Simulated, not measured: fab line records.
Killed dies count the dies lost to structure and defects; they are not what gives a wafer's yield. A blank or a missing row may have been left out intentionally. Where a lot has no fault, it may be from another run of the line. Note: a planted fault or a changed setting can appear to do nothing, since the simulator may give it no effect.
fab line records    flow nandHarc
record lots=13  wafers=39  lastDay=33
route steps=1302 shown P_BONDPAD@386 A_START@389 A_ZERO_WELL@411 A_ONON_D1@426 END@1302
lots that met no fault: from a run of the same line without faults
startH: the number of hours between the record's first day and the start of the first shown wafer of the lot    waitH: time in hours since the lot's previous step    " as in the row above    L1.1+2: a row that stands for several wafers    - no value, or no start given    * or withheld: withheld    < > ~ a bound
route shown NAME@n: NAME is a module with steps in the file, n the number in the route of the first one    usual: the fault-free wafers' mean and standard deviation    same: alike in all rows    chamber/n: place in a boat    sites: per-site readings    _std_site: standard deviation across them    _edge_site: outer sites' mean less inner sites'    radiusMm: for every site, how far away it sits from the centre of the wafer    mask NAME#n: copy n    behind: tool/chamber where the wafer was last shaped    hold: reason for holding the lot/hours on hold/outcome of the hold    device: whichever transistor did not switch (one of n, p or np)    end of line: tests of these same wafers at the route's end    for a step that has no rows: nothing shown but its recipe    killed: not the wafer's yield, but the dies lost to structure and defects at the first sort    map: dies across one wafer; x = killed, . = not, _ = none there
set.NAME: the setting the step ran with; set.NAME@STEP: the setting that earlier step ran with    model.NAME: the simulator's own value behind a step, which no gauge read
a sample of lots followed through the steps of the route, with each step as a table and each wafer as a row
services: a tool's chamber out of use, with start hour (startH, from the record's first day; less than 0 if before it), hours out, and reason
## steps
# step NHARC_P_BONDPAD_ACTIVATE_29
# recipe timeS=60  n2FlowSccm=200  arFlowSccm=0  biasPowerW=0  chemistry=N2
# usual drypumpMotorCurrentA=5.5/0.33  oesProductAu=0.998/0.01  rfVppV=64.2/0.94  showerheadPlenumPTorr=1.78/0.081
lot.wafer  tool        chamber  startH  waitH  drypumpMotorCurrentA  oesProductAu  rfHoursCounterH  rfVppV  showerheadPlenumPTorr
L744.3     rieDiel-08  0        135.94  0.1    5.8                   0.993         2.9              63.0    1.77
L744.6     "           1        "       "      5.7                   1.005         -                65.5    1.82
L744.5     "           2        "       "      5.3                   0.998         -                65.2    1.89
L746.1     rieDiel-04  3        161.27  0.1    5.2                   1.000         8.0              63.8    1.65
L746.3     "           2        "       "      5.8                   1.005         7.8              66.2    1.89
L746.6     "           3        "       "      5.2                   0.995         -                63.3    1.65
L750.4     rieDiel-04  1        199.73  0.1    5.0                   0.994         0.5              64.8    1.78
L750.6     "           1        "       "      5.0                   0.986         -                65.3    1.78
L750.5     "           2        "       "      5.8                   0.989         -                63.8    1.89
L752.4     rieDiel-04  0        216.55  0.1    5.4                   1.006         1.6              63.8    1.70
L752.6     "           0        "       "      5.4                   1.011         -                63.5    1.70
L752.5     "           1        "       "      5.0                   0.997         -                63.5    1.78
L753.3     rieDiel-08  3        235.78  0.1    5.5                   0.989         0.9              63.0    1.67
L753.6     "           0        "       "      5.8                   0.987         -                64.1    1.77
L753.5     "           1        "       "      5.7                   0.997         -                65.7    1.82
L758.2     rieDiel-03  0        278.20  0.1    6.2                   1.014         7.3              64.8    1.81
L758.4     "           1        "       "      5.1                   1.016         8.5              64.1    1.88
L758.1     "           2        "       "      5.0                   1.001         7.5              62.5    1.71
L757.3     rieDiel-08  1        279.30  0.1    5.7                   0.987         1.9              64.5    1.82
L757.1     "           2        "       "      5.3                   1.011         2.7              65.0    1.88
L757.4     "           3        "       "      5.5                   0.993         2.7              63.8    1.67
L760.3     rieDiel-03  3        300.43  0.1    5.9                   0.989         0.1              64.6    1.74
L760.6     "           0        "       "      6.2                   1.000         -                64.3    1.81
L760.5     "           1        "       "      5.1                   1.014         -                63.4    1.88
L762.2     rieDiel-04  3        315.55  0.1    5.3                   0.987         6.6              64.4    1.65
L762.3     "           1        "       "      5.0                   0.999         8.1              63.3    1.78
L762.5     "           3        "       "      5.3                   0.986         -                64.5    1.65
L764.3     rieDiel-04  3        336.92  0.1    5.2                   0.997         8.5              62.9    1.65
L764.1     "           0        "       "      5.4                   1.018         9.7              63.9    1.70
L764.5     "           2        "       "      5.8                   0.998         -                66.0    1.89
L765.4     rieDiel-03  2        351.71  0.1    5.1                   0.987         3.3              64.1    1.71
L765.2     "           3        "       "      5.9                   0.975         3.1              64.1    1.74
L765.5     "           1        "       "      5.1                   0.996         -                63.6    1.88
L766.1     rieDiel-08  0        357.97  0.1    5.7                   0.991         5.9              63.6    1.77
L766.4     "           1        "       "      5.7                   0.995         4.9              63.6    1.82
L766.5     "           3        "       "      5.5                   1.001         -                62.9    1.67
L767.2     rieDiel-03  2        369.28  0.1    5.1                   0.993         3.5              64.1    1.71
L767.3     "           3        "       "      5.9                   0.988         3.5              64.6    1.74
L767.6     "           0        "       "      6.1                   0.995         -                63.3    1.81
# step NHARC_A_START_INSPECT_01
# usual rawDefectCount=3.7/1.9
lot.wafer  tool              chamber  startH  waitH  rawDefectCount
L744.3     defectInspect-02  -        136.32  -      5
L744.5     "                 -        "       "      2
L744.6     "                 -        "       "      4
L746.1     defectInspect-02  -        161.70  -      5
L746.3     "                 -        "       "      1
L746.6     "                 -        "       "      3
L750.4     defectInspect-01  -        200.14  -      3
L750.5     "                 -        "       "      4
L750.6     "                 -        "       "      4
L752.4     defectInspect-02  -        216.96  -      2
L752.5     "                 -        "       "      8
L752.6     "                 -        "       "      4
L753.3     defectInspect-01  -        236.15  -      5
L753.5     "                 -        "       "      5
L753.6     "                 -        "       "      0
L758.1     defectInspect-02  -        278.60  -      6
L758.2     "                 -        "       "      4
L758.4     "                 -        "       "      3
L757.1     defectInspect-01  -        279.71  -      5
L757.3     "                 -        "       "      1
L757.4     "                 -        "       "      6
L760.3     defectInspect-02  -        300.80  -      3
L760.5     "                 -        "       "      4
L760.6     "                 -        "       "      4
L762.2     defectInspect-01  -        315.96  -      4
L762.3     "                 -        "       "      4
L762.5     "                 -        "       "      2
L764.1     defectInspect-02  -        337.31  -      3
L764.3     "                 -        "       "      4
L764.5     "                 -        "       "      8
L765.2     defectInspect-02  -        352.10  -      4
L765.4     "                 -        "       "      2
L765.5     "                 -        "       "      3
L766.1     defectInspect-02  -        358.38  -      4
L766.4     "                 -        "       "      1
L766.5     "                 -        "       "      5
L767.2     defectInspect-01  -        369.66  -      4
L767.3     "                 -        "       "      1
L767.6     "                 -        "       "      3
# step NHARC_A_ZERO_WELL_RTA_16
# recipe tempC=1000  timeS=10
# usual lampPowerPct=28.2/1.4  wafer_temp_C_max=1006.1/2
lot.wafer  tool          chamber  startH  waitH  lampPowerPct  wafer_temp_C_max
L744.3     rtpAnneal-01  0        138.39  0.2    29.9          1007.0
L744.5     "             0        "       "      29.9          1009.4
L744.6     "             0        "       "      29.9          1008.1
L746.1     rtpAnneal-02  0        163.70  -      27.0          1004.8
L746.3     "             0        "       "      27.0          1004.2
L746.6     "             0        "       "      27.0          1004.8
L750.4     rtpAnneal-02  0        202.34  -      27.1          1005.5
L750.5     "             0        "       "      27.0          1004.9
L750.6     "             0        "       "      27.0          1004.8
L752.4     rtpAnneal-02  0        219.01  -      27.0          1004.0
L752.5     "             0        "       "      27.0          1004.0
L752.6     "             0        "       "      27.0          1005.0
L753.3     rtpAnneal-01  0        238.34  -      29.9          1007.4
L753.5     "             0        "       "      29.8          1006.2
L753.6     "             0        "       "      29.8          1009.3
L758.1     rtpAnneal-02  0        280.70  -      27.0          1005.5
L758.2     "             0        "       "      27.0          1004.3
L758.4     "             0        "       "      27.0          1003.7
L757.1     rtpAnneal-02  0        281.69  -      27.0          1003.8
L757.3     "             0        "       "      27.0          1004.5
L757.4     "             0        "       "      27.0          1006.1
L760.3     rtpAnneal-01  0        302.96  -      29.8          1009.4
L760.5     "             0        "       "      29.9          1006.6
L760.6     "             0        "       "      29.9          1005.9
L762.2     rtpAnneal-02  0        317.96  -      27.0          1005.1
L762.3     "             0        "       "      27.0          1004.8
L762.5     "             0        "       "      27.0          1005.4
L764.1     rtpAnneal-02  0        339.42  -      27.0          1005.3
L764.3     "             0        "       "      27.0          1005.8
L764.5     "             0        "       "      27.0          1005.6
L765.2     rtpAnneal-02  0        354.13  -      26.9          1003.9
L765.4     "             0        "       "      27.0          1003.9
L765.5     "             0        "       "      27.0          1004.2
L766.1     rtpAnneal-01  0        360.51  -      29.9          1008.9
L766.4     "             0        "       "      29.9          1008.5
L766.5     "             0        "       "      29.8          1009.9
L767.2     rtpAnneal-01  0        371.83  -      29.9          1009.3
L767.3     "             0        "       "      29.8          1010.5
L767.6     "             0        "       "      29.8          1011.2
# step NHARC_A_ONON_D1_DEP_03
# recipe targetThkA=10000  n2FlowSccm=2750  n2oFlowSccm=2000  nh3FlowSccm=500  sih4FlowSccm=210  tempC=400
lot.wafer   tool          chamber  startH  waitH
L744.3+5+6  pecvdOnon-04  0        159.55  0.2
L746.1+3+6  pecvdOnon-03  0        188.01  0.1
L750.4+5+6  pecvdOnon-04  0        223.42  0.2
L752.4+5+6  pecvdOnon-02  0        240.08  0.2
L753.3+5+6  pecvdOnon-03  0        261.46  0.2
L758.1+2+4  pecvdOnon-02  0        302.01  0.1
L757.1+3+4  pecvdOnon-04  0        302.01  0.1
L760.3+5+6  pecvdOnon-03  0        329.30  0.2
L762.2+3+5  pecvdOnon-02  0        338.19  0.1
L764.1+3+5  pecvdOnon-03  0        360.25  0.1
L765.2+4+5  pecvdOnon-03  0        374.94  0.1
L766.1+4+5  pecvdOnon-02  0        383.69  0.1
L767.2+3+6  pecvdOnon-03  0        393.02  0.1
# step NHARC_A_ONON_D1_THK_MEAS_05
# recipe thkMeasGauge=ellipsometry
# usual thkNm=1002/12
lot.wafer  tool          chamber  startH  waitH  thkNm
L744.3     filmMetro-01  -        159.95  -      1005
L744.5     "             -        "       "      1007
L744.6     "             -        "       "      1004
L746.1     filmMetro-01  -        188.52  -      1016
L746.3     "             -        "       "      1013
L746.6     "             -        "       "      1015
L750.4     filmMetro-02  -        223.76  -      1008
L750.5     "             -        "       "      1008
L750.6     "             -        "       "      1007
L752.4     filmMetro-02  -        240.42  -      1019
L752.5     "             -        "       "      1020
L752.6     "             -        "       "      1017
L753.3     filmMetro-01  -        261.85  -      992
L753.5     "             -        "       "      781
L753.6     "             -        "       "      779
L757.1     filmMetro-02  -        302.52  -      990
L757.3     "             -        "       "      991
L757.4     "             -        "       "      990
L758.1     filmMetro-02  -        302.53  -      1003
L758.2     "             -        "       "      1001
L758.4     "             -        "       "      1002
L760.3     filmMetro-01  -        329.71  -      980
L760.5     "             -        "       "      980
L760.6     "             -        "       "      981
L762.2     filmMetro-02  -        338.64  -      1006
L762.3     "             -        "       "      1004
L762.5     "             -        "       "      1006
L764.1     filmMetro-02  -        360.76  -      1012
L764.3     "             -        "       "      1012
L764.5     "             -        "       "      1011
L765.2     filmMetro-01  -        375.38  -      1014
L765.4     "             -        "       "      1016
L765.5     "             -        "       "      1016
L766.1     filmMetro-01  -        384.20  -      1010
L766.4     "             -        "       "      1009
L766.5     "             -        "       "      1010
L767.2     filmMetro-01  -        393.48  -      1016
L767.3     "             -        "       "      1015
L767.6     "             -        "       "      1017
# step NHARC_END_SORT_01
# recipe tempC=25
# usual killedAtArray=52/18  killedAtOther=1.0/1.4  killedAtPeriphery=3.1/2.3  killedDies=56/17  killedOpen=3.0/1.7  killedShort=2.5/1.7
# same grossDies=677
lot.wafer  tool       chamber  startH  waitH  killedAtArray  killedAtOther  killedAtPeriphery  killedDies  killedOpen  killedShort
L753.3     prober-02  0        659.46  3.1    70             0              1                  71          2           2
L753.5     prober-02  0        661.06  3.7    675            0              2                  677         1           3
L753.6     prober-02  0        661.86  4.0    674            0              3                  677         1           1
# killed by level:class
L753.3 A_CHANNEL_HOLE_D1:chamberFilmFlake=38 A_CHANNEL_HOLE_D2:chamberFilmFlake=15 A_CONTACT:chamberFilmFlake=8 A_BLC:chamberFilmFlake=4 A_DECK1_JOINT:geometricParticle:short=2 P_GATE:geometricParticle:open=1 A_DECK1_JOINT:geometricParticle:open=1 A_STAIRCASE:chamberFilmFlake=1
L753.5 A_ONON_D1:areaDep=615 A_CHANNEL_HOLE_D1:chamberFilmFlake=21 A_CHANNEL_HOLE_D2:chamberFilmFlake=14 A_CONTACT:chamberFilmFlake=13 A_CHANNEL_FILL_D1:chamberFilmFlake=2 A_DECK1_JOINT:chamberFilmFlake=2 A_SLIT:chamberFilmFlake=2 A_CHANNEL_HOLE_D1:geometricParticle:open=1
L753.6 A_ONON_D1:areaDep=627 A_CHANNEL_HOLE_D1:chamberFilmFlake=25 A_CHANNEL_HOLE_D2:chamberFilmFlake=12 A_CONTACT:chamberFilmFlake=5 A_BLC:chamberFilmFlake=2 P_M0:geometricParticle:open=1 A_CHANNEL_HOLE_D2:geometricParticle:short=1 P_STI:chamberFilmFlake=1
## services
tool          chamber  startH  hours  kind
rieDiel-04    3        113.60  2.4    repair
rieDiel-08    0        120.31  3.4    repair
rieDiel-04    1        126.25  39.3   repair
pecvdOnon-04  -        130.24  13.0   pm
rieDiel-04    -        177.90  9.0    pm
pecvdOnon-02  -        185.34  13.0   pm
rieDiel-08    3        190.51  7.5    repair
rieDiel-08    -        190.80  9.0    pm
pecvdOnon-03  -        227.00  13.0   pm
rieDiel-08    1        240.20  20.7   repair
rieDiel-08    3        241.24  7.3    repair
pecvdOnon-04  -        276.09  0.7    repair
rieDiel-03    -        288.12  9.0    pm
rieDiel-08    2        292.48  4.4    repair
rieDiel-03    1        331.50  14.4   repair
rieDiel-04    2        344.52  10.1   repair
rieDiel-04    -        345.37  0.6    repair
rieDiel-08    -        346.28  3.4    repair
rieDiel-04    -        354.90  9.0    pm
pecvdOnon-02  -        366.34  13.0   pm
rieDiel-08    0        367.47  8.9    repair
rieDiel-08    -        367.80  9.0    pm
rtpAnneal-01  -        372.11  12.0   pm
rieDiel-03    -        391.97  0.4    repair
## key
firstSign step=NHARC_A_ONON_D1_THK_MEAS_05  reading=thkNm  direction=down  sigmas=18  usual=1002  struck=780
effect step=NHARC_END_SORT_01  reading=killedDies  direction=up  sigmas=36  usual=56  struck=677
moreKillsBornAt NHARC_A_ONON_D1_DEP_03@pecvdOnon-03=1242
metAt NHARC_A_ONON_D1_DEP_03
struckLots L753
struckWafers L753.5,L753.6
laterRowsLeftOut L753.5,L753.6
testerLeftOut L753
notActingAt NHARC_P_BONDPAD_ACTIVATE_29,NHARC_A_START_INSPECT_01,NHARC_A_ZERO_WELL_RTA_16
onsetBetween 188.01 261.46
fault kind=processParameterDrift  tool=pecvdOnon-03  chamber=-  onsetH=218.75  steps=NHARC_A_ONON_D1_DEP_03  channel=targetThkA  offset=*  shape=step  endH=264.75  scope=struckWafersOnly  actsIn=*  stated=*
# testerLeftOut: of these lots the tester's yield and bins aren't shown, on N5 and GAA mostly nor the transistor test; their killed dies are dies lost to structure and defects alone, not to doping, threshold or leakage, so they don't give the yield
# laterRowsLeftOut: the simulator's readings of these wafers behind a module that went badly wrong aren't trusted and aren't shown, but for the sort
